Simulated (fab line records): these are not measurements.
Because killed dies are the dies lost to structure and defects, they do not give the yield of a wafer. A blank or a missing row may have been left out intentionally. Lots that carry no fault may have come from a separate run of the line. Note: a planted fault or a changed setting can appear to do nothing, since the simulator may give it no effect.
What tool caused it? / flow n5_finfet / 26 wafers from 9 lots sampled at 7 of the route's 1938 steps

WHAT EACH GAUGE READ, for each wafer
N5_PMOS_HMC_CHANNEL_EPI_INSPECT_30: inspects for defects (darkfield).
lot=L564; measured=day 2 08:40; on=defect_inspect-01; raw_defect_count=20 21 14
lot=L567; measured=day 3 02:38; on=defect_inspect-02; raw_defect_count=27 34 26
lot=L568; measured=day 3 08:05; on=defect_inspect-02; raw_defect_count=16 21 23
lot=L570; measured=day 3 20:56; on=defect_inspect-02; raw_defect_count=14 18 12
lot=L572; measured=day 4 10:05; on=defect_inspect-02; raw_defect_count=17 13 21
lot=L577; measured=day 5 14:58; on=defect_inspect-01; raw_defect_count=28 20 20
lot=L580; measured=day 6 07:59; on=defect_inspect-01; raw_defect_count=15 8
lot=L582; measured=day 6 20:19; on=defect_inspect-02; raw_defect_count=16 22 18
lot=L585; measured=day 7 14:16; on=defect_inspect-01; raw_defect_count=23 17 22

N5_FIN_SAQP_THK_MEAS_07.
lot=L564; measured=day 2 10:02; on=film_metro-01; thk_nm (nm)=60.0 61.2 59.9
lot=L567; measured=day 3 03:28; on=film_metro-01; thk_nm (nm)=58.6 60.0 60.8
lot=L568; measured=day 3 09:03; on=film_metro-02; thk_nm (nm)=60.3 59.8 60.7
lot=L570; measured=day 3 22:50; on=film_metro-01; thk_nm (nm)=59.2 59.5 61.4
lot=L572; measured=day 4 10:59; on=film_metro-02; thk_nm (nm)=60.7 60.1 59.6
lot=L577; measured=day 5 15:53; on=film_metro-01; thk_nm (nm)=60.1 30.8 31.6
lot=L580; measured=day 6 08:50; on=film_metro-02; thk_nm (nm)=30.0 30.5
lot=L582; measured=day 6 21:09; on=film_metro-01; thk_nm (nm)=58.8 30.0 59.7
lot=L585; measured=day 7 15:08; on=film_metro-02; thk_nm (nm)=58.5 59.9 60.5

N5_BEOL_M4_RC_MEAS_101.
lot=L564; measured=day 8 01:18; on=prober-02; DIBL_N (mV/V)=35.8 38.5 35.0; DIBL_P (mV/V)=35.5 39.1 35.3; IOFF_N (nA/um)=0.155 0.207 0.146; IOFF_P (nA/um)=0.16 0.22 0.17; ION_N (uA/um)=674 680 668; ION_P (uA/um)=460 454 454; SS_N (mV/dec)=72.5 72.3 70.5; SS_P (mV/dec)=73.2 74.7 73.0; VT_N (mV)=250 248 248; VT_P (mV)=-257 -251 -256
lot=L567; measured=day 8 22:27; on=prober-01; DIBL_N (mV/V)=34.8 37.8 35.3; DIBL_P (mV/V)=33.7 38.1 34.2; IOFF_N (nA/um)=0.118 0.169 0.136; IOFF_P (nA/um)=0.18 0.24 0.18; ION_N (uA/um)=652 669 672; ION_P (uA/um)=454 465 463; SS_N (mV/dec)=71.3 72.4 71.1; SS_P (mV/dec)=73.1 73.7 72.9; VT_N (mV)=255 250 250; VT_P (mV)=-252 -246 -252
lot=L568; measured=day 9 11:20; on=prober-02; DIBL_N (mV/V)=39.3 36.9 38.1; DIBL_P (mV/V)=39.6 36.2 36.6; IOFF_N (nA/um)=0.205 0.154 0.160; IOFF_P (nA/um)=0.27 0.21 0.21; ION_N (uA/um)=676 662 662; ION_P (uA/um)=471 456 455; SS_N (mV/dec)=72.0 71.2 71.5; SS_P (mV/dec)=75.0 74.1 74.0; VT_N (mV)=248 254 254; VT_P (mV)=-247 -253 -254
lot=L570; measured=day 9 16:02; on=prober-02; DIBL_N (mV/V)=36.1 36.3 36.6; DIBL_P (mV/V)=35.1 35.6 35.9; IOFF_N (nA/um)=0.155 0.168 0.159; IOFF_P (nA/um)=0.20 0.22 0.22; ION_N (uA/um)=669 681 673; ION_P (uA/um)=462 465 461; SS_N (mV/dec)=71.7 70.9 71.8; SS_P (mV/dec)=73.6 73.2 74.5; VT_N (mV)=252 248 251; VT_P (mV)=-251 -247 -250
lot=L572; measured=day 10 11:10; on=prober-02; DIBL_N (mV/V)=32.3 34.6 34.7; DIBL_P (mV/V)=32.4 35.4 35.3; IOFF_N (nA/um)=0.112 0.156 0.142; IOFF_P (nA/um)=0.19 0.23 0.22; ION_N (uA/um)=658 682 660; ION_P (uA/um)=462 467 459; SS_N (mV/dec)=70.2 71.0 71.6; SS_P (mV/dec)=72.7 73.5 73.2; VT_N (mV)=254 250 252; VT_P (mV)=-249 -247 -247
lot=L577; measured=day 11 14:01; on=prober-02; DIBL_N (mV/V)=38.0 36.2 33.9; DIBL_P (mV/V)=39.2 36.7 34.5; IOFF_N (nA/um)=0.202 0.174 0.133; IOFF_P (nA/um)=0.22 0.19 0.16; ION_N (uA/um)=691 681 667; ION_P (uA/um)=464 458 457; SS_N (mV/dec)=72.0 71.3 70.4; SS_P (mV/dec)=74.4 73.9 73.4; VT_N (mV)=245 248 251; VT_P (mV)=-251 -252 -256
lot=L580; measured=day 12 11:52; on=prober-01; DIBL_N (mV/V)=34.1 33.2; DIBL_P (mV/V)=35.3 33.7; IOFF_N (nA/um)=0.130 0.116; IOFF_P (nA/um)=0.16 0.15; ION_N (uA/um)=660 672; ION_P (uA/um)=447 451; SS_N (mV/dec)=71.4 71.2; SS_P (mV/dec)=72.9 72.9; VT_N (mV)=252 251; VT_P (mV)=-257 -256
lot=L582; measured=day 13 12:47; on=prober-01; DIBL_N (mV/V)=38.1 37.2 38.8; DIBL_P (mV/V)=38.5 36.4 38.3; IOFF_N (nA/um)=0.208 0.179 0.202; IOFF_P (nA/um)=0.24 0.20 0.25; ION_N (uA/um)=692 673 686; ION_P (uA/um)=468 455 466; SS_N (mV/dec)=71.7 71.9 72.1; SS_P (mV/dec)=73.9 73.5 74.6; VT_N (mV)=247 249 246; VT_P (mV)=-249 -254 -250
lot=L585; measured=day 14 00:35; on=prober-02; DIBL_N (mV/V)=36.8 36.1 36.3; DIBL_P (mV/V)=37.8 37.0 36.7; IOFF_N (nA/um)=0.184 0.167 0.166; IOFF_P (nA/um)=0.23 0.21 0.21; ION_N (uA/um)=694 684 680; ION_P (uA/um)=471 464 459; SS_N (mV/dec)=71.0 71.1 71.8; SS_P (mV/dec)=73.2 72.9 73.4; VT_N (mV)=246 248 247; VT_P (mV)=-249 -251 -253

WHAT TOOL EACH LOT RAN ON (gives the tool, then ch and the chambers of the sampled wafers, and finally the start)
lot=L564; N5_PMOS_HMC_CHANNEL_EPI_ETCH_32=rie_diel-02 ch 1,2, day 2 05:32; N5_FIN_SAQP_PECVD_47=pecvd-01 ch 1,2, day 2 09:52; N5_FIN_SAQP_PECVD_06=pecvd-01 ch 1,2, day 2 09:56; N5_FIN_SAQP_MANDREL_ETCH_22=rie_si-05 ch 0,2,3, day 2 10:54
lot=L567; N5_PMOS_HMC_CHANNEL_EPI_ETCH_32=rie_diel-05 ch 0,1,3, day 2 23:56; N5_FIN_SAQP_PECVD_47=pecvd-01 ch 0,1,2, day 3 03:18; N5_FIN_SAQP_PECVD_06=pecvd-01 ch 0,1,2, day 3 03:23; N5_FIN_SAQP_MANDREL_ETCH_22=rie_si-04 ch 1,2,3, day 3 04:22
lot=L568; N5_PMOS_HMC_CHANNEL_EPI_ETCH_32=rie_diel-02 ch 0,2,3, day 3 05:23; N5_FIN_SAQP_PECVD_47=pecvd-01 ch 0,1, day 3 08:53; N5_FIN_SAQP_PECVD_06=pecvd-01 ch 0,1, day 3 08:58; N5_FIN_SAQP_MANDREL_ETCH_22=rie_si-02 ch 1,2,3, day 3 10:02
lot=L570; N5_PMOS_HMC_CHANNEL_EPI_ETCH_32=rie_diel-04 ch 1,2, day 3 17:43; N5_FIN_SAQP_PECVD_47=pecvd-03 ch 0,1, day 3 22:40; N5_FIN_SAQP_PECVD_06=pecvd-03 ch 0,1, day 3 22:45; N5_FIN_SAQP_MANDREL_ETCH_22=rie_si-04 ch 0,2, day 3 23:43
lot=L572; N5_PMOS_HMC_CHANNEL_EPI_ETCH_32=rie_diel-02 ch 2,3, day 4 07:22; N5_FIN_SAQP_PECVD_47=pecvd-03 ch 1,2, day 4 10:46; N5_FIN_SAQP_PECVD_06=pecvd-03 ch 1,2, day 4 10:53; N5_FIN_SAQP_MANDREL_ETCH_22=rie_si-02 ch 0,2, day 4 11:43
lot=L577; N5_PMOS_HMC_CHANNEL_EPI_ETCH_32=rie_diel-02 ch 0,1,2, day 5 12:09; N5_FIN_SAQP_PECVD_47=pecvd-01 ch 0,1,2, day 5 15:43; N5_FIN_SAQP_PECVD_06=pecvd-01 ch 0,1,2, day 5 15:47; N5_FIN_SAQP_MANDREL_ETCH_22=rie_si-05 ch 0,1,2, day 5 16:47
lot=L580; N5_PMOS_HMC_CHANNEL_EPI_ETCH_32=rie_diel-05 ch 1,2, day 6 05:10; N5_FIN_SAQP_PECVD_47=pecvd-01 ch 0,2, day 6 08:40; N5_FIN_SAQP_PECVD_06=pecvd-01 ch 0,2, day 6 08:44; N5_FIN_SAQP_MANDREL_ETCH_22=rie_si-05 ch 0,3, day 6 09:34
lot=L582; N5_PMOS_HMC_CHANNEL_EPI_ETCH_32=rie_diel-04 ch 0,1, day 6 17:30; N5_FIN_SAQP_PECVD_47=pecvd-01 ch 0,1,2, day 6 20:59; N5_FIN_SAQP_PECVD_06=pecvd-01 ch 0,1,2, day 6 21:04; N5_FIN_SAQP_MANDREL_ETCH_22=rie_si-04 ch 0,2,3, day 6 21:53
lot=L585; N5_PMOS_HMC_CHANNEL_EPI_ETCH_32=rie_diel-02 ch 1,2,3, day 7 11:26; N5_FIN_SAQP_PECVD_47=pecvd-02 ch 0,1,2, day 7 14:58; N5_FIN_SAQP_PECVD_06=pecvd-02 ch 0,1,2, day 7 15:03; N5_FIN_SAQP_MANDREL_ETCH_22=rie_si-05 ch 0,1,2, day 7 16:00
- N5_PMOS_HMC_CHANNEL_EPI_ETCH_32: etches BARC in N2/H2, stops on SiO2, target depth 85.8 nm, time 50.3 s.
- N5_FIN_SAQP_PECVD_47: deposits a-Si from SiH4/He, target thk 45 nm, time 36.3 s.
- N5_FIN_SAQP_PECVD_06: deposits a-Si from SiH4/He, target thk 60 nm, time 48.1 s.
- N5_FIN_SAQP_MANDREL_ETCH_22: etches a-Si in HBr/Cl2, stops on SiNx, target depth 60 nm, bt time 10 s, time 30 s.

AS READ BY THE TOOLS THEMSELVES (means over the sampled wafers that have a number; for cases with no such wafer, the mark the record gives instead)
N5_PMOS_HMC_CHANNEL_EPI_ETCH_32.
lot=L564; tool=rie_diel-02; bias_w (W)=150.0; drypump_motor_current_A (A)=6.4; oes_product_au (a.u.)=0.67; rf_vpp_V (V)=524.8; showerhead_plenum_p_Torr (Torr)=2.54; throttle_valve_pct (%)=18.18
lot=L567; tool=rie_diel-05; bias_w (W)=150.1; drypump_motor_current_A (A)=5.8; oes_product_au (a.u.)=0.68; rf_vpp_V (V)=523.7; showerhead_plenum_p_Torr (Torr)=2.52; throttle_valve_pct (%)=17.80
lot=L568; tool=rie_diel-02; bias_w (W)=150.0; drypump_motor_current_A (A)=6.1; oes_product_au (a.u.)=0.69; rf_vpp_V (V)=523.6; showerhead_plenum_p_Torr (Torr)=2.52; throttle_valve_pct (%)=17.95
lot=L570; tool=rie_diel-04; bias_w (W)=149.8; drypump_motor_current_A (A)=5.6; oes_product_au (a.u.)=0.61; rf_vpp_V (V)=526.5; showerhead_plenum_p_Torr (Torr)=2.62; throttle_valve_pct (%)=17.82
lot=L572; tool=rie_diel-02; bias_w (W)=149.9; drypump_motor_current_A (A)=6.6; oes_product_au (a.u.)=0.73; rf_vpp_V (V)=523.4; showerhead_plenum_p_Torr (Torr)=2.58; throttle_valve_pct (%)=18.00
lot=L577; tool=rie_diel-02; bias_w (W)=150.3; drypump_motor_current_A (A)=6.0; oes_product_au (a.u.)=0.65; rf_vpp_V (V)=523.1; showerhead_plenum_p_Torr (Torr)=2.49; throttle_valve_pct (%)=18.10
lot=L580; tool=rie_diel-05; bias_w (W)=150.6; drypump_motor_current_A (A)=6.0; oes_product_au (a.u.)=0.74; rf_vpp_V (V)=522.6; showerhead_plenum_p_Torr (Torr)=2.48; throttle_valve_pct (%)=17.70
lot=L582; tool=rie_diel-04; bias_w (W)=149.9; drypump_motor_current_A (A)=5.4; oes_product_au (a.u.)=0.58; rf_vpp_V (V)=526.2; showerhead_plenum_p_Torr (Torr)=2.61; throttle_valve_pct (%)=18.24
lot=L585; tool=rie_diel-02; bias_w (W)=149.9; drypump_motor_current_A (A)=6.5; oes_product_au (a.u.)=0.66; rf_vpp_V (V)=523.1; showerhead_plenum_p_Torr (Torr)=2.54; throttle_valve_pct (%)=18.12

N5_FIN_SAQP_PECVD_47.
lot=L564; tool=pecvd-01; heater_power_w (W)=779; showerhead_plenum_p_Torr (Torr)=5.64; throttle_valve_pct (%)=17.4
lot=L567; tool=pecvd-01; heater_power_w (W)=785; showerhead_plenum_p_Torr (Torr)=5.61; throttle_valve_pct (%)=17.5
lot=L568; tool=pecvd-01; heater_power_w (W)=804; showerhead_plenum_p_Torr (Torr)=5.57; throttle_valve_pct (%)=18.3
lot=L570; tool=pecvd-03; heater_power_w (W)=852; showerhead_plenum_p_Torr (Torr)=5.64; throttle_valve_pct (%)=17.9
lot=L572; tool=pecvd-03; heater_power_w (W)=913; showerhead_plenum_p_Torr (Torr)=5.65; throttle_valve_pct (%)=17.9
lot=L577; tool=pecvd-01; heater_power_w (W)=762; showerhead_plenum_p_Torr (Torr)=5.61; throttle_valve_pct (%)=17.3
lot=L580; tool=pecvd-01; heater_power_w (W)=784; showerhead_plenum_p_Torr (Torr)=5.59; throttle_valve_pct (%)=17.3
lot=L582; tool=pecvd-01; heater_power_w (W)=707; showerhead_plenum_p_Torr (Torr)=5.61; throttle_valve_pct (%)=17.5
lot=L585; tool=pecvd-02; heater_power_w (W)=877; showerhead_plenum_p_Torr (Torr)=5.74; throttle_valve_pct (%)=18.3

N5_FIN_SAQP_PECVD_06.
lot=L564; tool=pecvd-01; heater_power_w (W)=744; showerhead_plenum_p_Torr (Torr)=5.64; throttle_valve_pct (%)=17.5
lot=L567; tool=pecvd-01; heater_power_w (W)=779; showerhead_plenum_p_Torr (Torr)=5.60; throttle_valve_pct (%)=17.6
lot=L568; tool=pecvd-01; heater_power_w (W)=813; showerhead_plenum_p_Torr (Torr)=5.58; throttle_valve_pct (%)=18.4
lot=L570; tool=pecvd-03; heater_power_w (W)=796; showerhead_plenum_p_Torr (Torr)=5.62; throttle_valve_pct (%)=17.8
lot=L572; tool=pecvd-03; heater_power_w (W)=870; showerhead_plenum_p_Torr (Torr)=5.65; throttle_valve_pct (%)=18.0
lot=L577; tool=pecvd-01; heater_power_w (W)=790; showerhead_plenum_p_Torr (Torr)=5.62; throttle_valve_pct (%)=17.4
lot=L580; tool=pecvd-01; heater_power_w (W)=740; showerhead_plenum_p_Torr (Torr)=5.61; throttle_valve_pct (%)=17.2
lot=L582; tool=pecvd-01; heater_power_w (W)=766; showerhead_plenum_p_Torr (Torr)=5.61; throttle_valve_pct (%)=17.6
lot=L585; tool=pecvd-02; heater_power_w (W)=863; showerhead_plenum_p_Torr (Torr)=5.74; throttle_valve_pct (%)=18.3

N5_FIN_SAQP_MANDREL_ETCH_22.
lot=L564; tool=rie_si-05; bias_w (W)=74.94; drypump_motor_current_A (A)=5.6; oes_product_au (a.u.)=0.768; throttle_valve_pct (%)=35.3
lot=L567; tool=rie_si-04; bias_w (W)=74.80; drypump_motor_current_A (A)=5.4; oes_product_au (a.u.)=0.770; throttle_valve_pct (%)=35.4
lot=L568; tool=rie_si-02; bias_w (W)=75.05; drypump_motor_current_A (A)=5.8; oes_product_au (a.u.)=0.777; throttle_valve_pct (%)=35.5
lot=L570; tool=rie_si-04; bias_w (W)=75.00; drypump_motor_current_A (A)=6.3; oes_product_au (a.u.)=0.749; throttle_valve_pct (%)=35.1
lot=L572; tool=rie_si-02; bias_w (W)=75.23; drypump_motor_current_A (A)=5.4; oes_product_au (a.u.)=0.768; throttle_valve_pct (%)=35.8
lot=L577; tool=rie_si-05; bias_w (W)=74.87; drypump_motor_current_A (A)=5.3; oes_product_au (a.u.)=0.627; throttle_valve_pct (%)=35.7
lot=L580; tool=rie_si-05; bias_w (W)=75.02; drypump_motor_current_A (A)=5.2; oes_product_au (a.u.)=0.546; throttle_valve_pct (%)=35.9
lot=L582; tool=rie_si-04; bias_w (W)=74.90; drypump_motor_current_A (A)=5.8; oes_product_au (a.u.)=0.682; throttle_valve_pct (%)=35.5
lot=L585; tool=rie_si-05; bias_w (W)=75.08; drypump_motor_current_A (A)=5.3; oes_product_au (a.u.)=0.771; throttle_valve_pct (%)=35.4

THE ANSWER, worked out from the rows above alone
Rule: usual is defined by the lots themselves. The widest of any qualifying gaps counts: lots, ordered by their means at a reading, are off when they make up no more than a third of the lots, leave a main group of 4 or more, and stand apart from it by 3 or more times the standard deviation of that group's means. The tables above print the reading to a certain number of digits; a main group whose means all agree to those digits is not used. A lot without any number at a reading at which 4 lots or more have one is off too. The other lots that the step has rows for count as sound. First the gauges in route order, then the tools' own readings, where a lot's mean is used as printed above. The first step at which some lot is off is used, and at that step the reading that is off furthest; a lot without a number counts as furthest.
Off: L577, L580, L582, at N5_FIN_SAQP_THK_MEAS_07 (thk_nm). The main group: mean 60.0 nm, standard deviation 0.25.
If a tool, at a process step before that reading, ran all the lots that are off and no sound lot after the first of them, it fits. The gauges at N5_FIN_SAQP_THK_MEAS_07 aren't tried: what is off there is off at N5_FIN_SAQP_MANDREL_ETCH_22 too, on other tools, and a gauge's error can't cause that. One candidate fits, namely pecvd-01 at N5_FIN_SAQP_PECVD_47 and N5_FIN_SAQP_PECVD_06. At N5_FIN_SAQP_PECVD_47 its last sound lot is L568 (day 3 08:53), its first lot that is off L577 (day 5 15:43): a fault that began between those two fits.

WHAT THE SIMULATOR HAD INSERTED
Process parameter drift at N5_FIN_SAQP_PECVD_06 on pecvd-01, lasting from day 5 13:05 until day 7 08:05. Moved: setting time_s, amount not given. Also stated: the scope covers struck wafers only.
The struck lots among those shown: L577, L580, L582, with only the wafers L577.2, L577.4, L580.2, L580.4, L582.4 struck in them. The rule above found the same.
